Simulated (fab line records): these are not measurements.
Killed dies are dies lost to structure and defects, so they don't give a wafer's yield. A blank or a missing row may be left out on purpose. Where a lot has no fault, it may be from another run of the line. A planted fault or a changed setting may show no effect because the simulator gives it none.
Matching of chambers -- flow nand-harc -- rie-diel-12 running NHARC_A_STAIRCASE_ETCH_21: 4 sister chambers
The step etches the open film in C4F8/O2, target depth 100 nm, time 40.5 s. 8 wafers are shown with their chamber, then 7 later ones without.

## WAFERS PAIRED WITH THEIR CHAMBERS
wafer,chamber,rf-vpp-V (V),oes-product-au (a.u.)
L516.3,1,900,0.924
L521.2,1,900,0.933
L521.6,2,894,0.939
L522.4,3,894,0.939
L522.5,3,891,0.932
L524.1,0,895,0.923
L524.2,2,893,0.920
L524.6,0,895,0.928

## WAFERS WHOSE CHAMBER IS MISSING
wafer,rf-vpp-V (V),oes-product-au (a.u.)
L527.1,895,0.945
L527.2,900,0.960
L527.6,895,0.948
L526.1,894,0.930
L526.4,892,0.935
L526.5,895,0.935
L534.6,892,0.981

## THE CHAMBER EACH PASSED THROUGH
wafer,from the rows above,in truth
L527.1,can't be placed: 2 or 0 or 3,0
L527.2,1,1
L527.6,can't be placed: 2 or 3 or 0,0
L526.1,can't be placed: 2 or 0 or 3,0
L526.4,can't be placed: 3 or 2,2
L526.5,can't be placed: 0 or 2 or 3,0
L534.6,can't be placed: 3 or 2 or 0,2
Correct placement for 1 of the 7. From these rows, 6 cannot be placed; in 6 the true chamber is one of the candidates. Number placed wrongly: 0.
How it was worked out, from the rows above alone: a wafer's distance from a chamber is the root of the sum, over the readings, of the square of ((its reading less the chamber's mean) divided by the reading's scatter). The wafer belongs to the nearest chamber; if the next one is less than 2 further off, it can't be placed. The mean given for a chamber averages the wafers shown for that chamber. The scatter is the square root of a quotient: the sum, over the shown wafers, of each reading's squared deviation from its chamber's mean, divided by wafers minus chambers.
